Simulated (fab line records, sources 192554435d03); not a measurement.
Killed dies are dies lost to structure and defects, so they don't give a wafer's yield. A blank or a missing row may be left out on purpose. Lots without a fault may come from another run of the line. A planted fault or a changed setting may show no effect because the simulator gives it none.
Split-lot experiment | flow n5_finfet | 7 lots, 39 wafers read, on a route of 1938 steps

THE SPLIT
At N5_BEOL_M4_ETCH_64 (etches SOC in N2/H2, target depth 75 nm, overetch 22.5 nm, time 121.9 s), the setting target_depth_a was moved away from the recipe's 750 angstrom on 12 of the 39 wafers read, by -57.2% to +54.7%. The other wafers ran this setting at the recipe's value.

FROM THE SPLIT TO THE READING: what the file shows between them, 3 steps
- N5_BEOL_M4_STRIP_65: strips in N2/H2
- N5_BEOL_M4_STRIP_75: strips in N2/H2
- N5_BEOL_M4_STRIP_66: strips in CF4

THE READING
BEOL_M4.cd_offset_nm (the simulator's own value, which no gauge read), in nm, at N5_BEOL_M4_HM_OPEN_17 (chemistry Cl2/BCl3, target TiN, target depth 20 nm, overetch 6 nm). The file gives no usual value for it. The 27 wafers here that ran the recipe average 0.1 nm, standard deviation 0.23 nm.

wafer  | tool, chamber at the split | target_depth_a as run, angstrom | against the recipe | BEOL_M4.cd_offset_nm, nm | against lot-mates on the recipe
L074.1 | rie_diel-02, 0             | 750                             | recipe             | 0                        | -
L074.2 | rie_diel-02, 1             | 972.9                           | +29.7%             | 0.6                      | +0.8
L074.3 | rie_diel-02, 2             | 750                             | recipe             | -0.4                     | -
L074.4 | rie_diel-02, 3             | 972.9                           | +29.7%             | 0.2                      | +0.4
L074.5 | rie_diel-02, 2             | 750                             | recipe             | -0.2                     | -
L074.6 | rie_diel-02, 3             | 972.9                           | +29.7%             | 0.4                      | +0.6
L079.1 | rie_diel-01, 3             | 750                             | recipe             | 0.2                      | -
L079.2 | rie_diel-01, 0             | 562.4                           | -25.0%             | -0.2                     | -0.4
L079.3 | rie_diel-01, 2             | 750                             | recipe             | 0.6                      | -
L079.4 | rie_diel-01, 3             | 750                             | recipe             | -0.2                     | -
L079.5 | rie_diel-01, 0             | 562.4                           | -25.0%             | -0.2                     | -0.4
L079.6 | rie_diel-01, 2             | 562.4                           | -25.0%             | -0.4                     | -0.6
L080.1 | rie_diel-02, 2             | 750                             | recipe             | 0                        | -
L080.2 | rie_diel-02, 1,0           | 750                             | recipe             | 0.2                      | -
L080.3 | rie_diel-02, 0             | 750                             | recipe             | 0.2                      | -
L080.4 | rie_diel-02, 3             | 750                             | recipe             | 0                        | -
L080.5 | rie_diel-02, 1,0           | 750                             | recipe             | 0.2                      | -
L080.6 | rie_diel-02, 3             | 750                             | recipe             | 0.4                      | -
L089.1 | rie_diel-02, 1,0           | 1160                            | +54.7%             | 1                        | +0.9
L089.2 | rie_diel-02, 3             | 750                             | recipe             | 0.2                      | -
L089.3 | rie_diel-02, 0             | 1160                            | +54.7%             | 1.2                      | +1.1
L089.4 | rie_diel-02, 1             | 750                             | recipe             | 0                        | -
L089.5 | rie_diel-02, 1,0           | 1160                            | +54.7%             | 1                        | +0.9
L089.6 | rie_diel-02, 3             | 750                             | recipe             | 0                        | -
L093.1 | rie_diel-01, 3             | 750                             | recipe             | 0                        | -
L093.2 | rie_diel-01, 0             | 750                             | recipe             | -0.2                     | -
L093.3 | rie_diel-01, 1,2,2         | 750                             | recipe             | 0.4                      | -
L093.4 | rie_diel-01, 1,2,2         | 750                             | recipe             | 0                        | -
L093.5 | rie_diel-01, 1,2,2         | 750                             | recipe             | 0.4                      | -
L093.6 | rie_diel-01, 3             | 750                             | recipe             | -0.2                     | -
L096.1 | rie_diel-02, 2             | 750                             | recipe             | 0.4                      | -
L096.2 | rie_diel-02, 3             | 321                             | -57.2%             | -0.6                     | -0.9
L096.3 | rie_diel-02, 0             | 750                             | recipe             | 0.2                      | -
L096.4 | rie_diel-02, 2             | 321                             | -57.2%             | -1.2                     | -1.5
L096.5 | rie_diel-02, 0             | 321                             | -57.2%             | -1.4                     | -1.7
L096.6 | rie_diel-02, 3             | 750                             | recipe             | 0.2                      | -
L097.1 | rie_diel-01, 3             | 750                             | recipe             | 0.2                      | -
L097.5 | rie_diel-01, 1             | 750                             | recipe             | 0.2                      | -
L097.6 | rie_diel-01, 2             | 750                             | recipe             | -0.2                     | -
Where a row lists several chambers, the file gives one row for several wafers and doesn't say which wafer went through which chamber.

THE FIT
A straight line over all 39 wafers: BEOL_M4.cd_offset_nm changes by +0.0177 nm for each +1% of target_depth_a; r = +0.88; the points scatter about the line by 0.24 nm.
The same after taking each lot's own level away (the mean of its wafers on the recipe; 39 wafers): +0.0207 nm for each +1%; r = +0.93; scatter 0.21 nm.
On that fit, the largest move of target_depth_a shifts the reading by 1.2 nm.
The lots' own levels span -0.20 to 0.27 nm, that is 2.0 times the standard deviation above.
So the lot-to-lot level changes the slope: the two fits differ.
Check: with one of the wafers moved furthest among these (-57.2%) left out of the fit, the line predicts -1.27 nm for it against its lot-mates. It came out at -0.867 nm against them.

THE WHOLE CHAIN: every reading that the file lists as answering this split, in the file's order
step                   | what it does                                                            | reading                                                                          | change (the file's fit)                                                              | r (the file's)
N5_BEOL_M4_ETCH_64     | etches SOC in N2/H2, target depth 75 nm, overetch 22.5 nm, time 121.9 s | SiARC_of_BEOL_M4_COAT_62.thk_nm (the simulator's own value, which no gauge read) | -0.0441 nm for each +1% of the setting                                               | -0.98
N5_BEOL_M4_ETCH_64     | etches SOC in N2/H2, target depth 75 nm, overetch 22.5 nm, time 121.9 s | BEOL_M4.cd_offset_nm (the simulator's own value, which no gauge read)            | +0.0187 nm for each +1% of the setting                                               | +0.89
N5_BEOL_M4_HM_OPEN_17  | chemistry Cl2/BCl3, target TiN, target depth 20 nm, overetch 6 nm       | etch.depth_nm (the simulator's own value, which no gauge read)                   | not straight: 20.13 at the lowest setting, 20.21 at the recipe, 14.97 at the highest | not given
N5_BEOL_M4_HM_OPEN_17  | chemistry Cl2/BCl3, target TiN, target depth 20 nm, overetch 6 nm       | BEOL_M4.cd_offset_nm (the simulator's own value, which no gauge read)            | +0.0207 nm for each +1% of the setting                                               | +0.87
N5_BEOL_M4_OCD_MEAS_38 |                                                                         | trench_depth_nm                                                                  | not straight: 6.4 at the lowest setting, 55.6 at the recipe, 56.3 at the highest     | not given

THE FILE'S OWN FIT
BEOL_M4.cd_offset_nm changes by +0.0207 nm for each +1% of target_depth_a, r = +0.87.
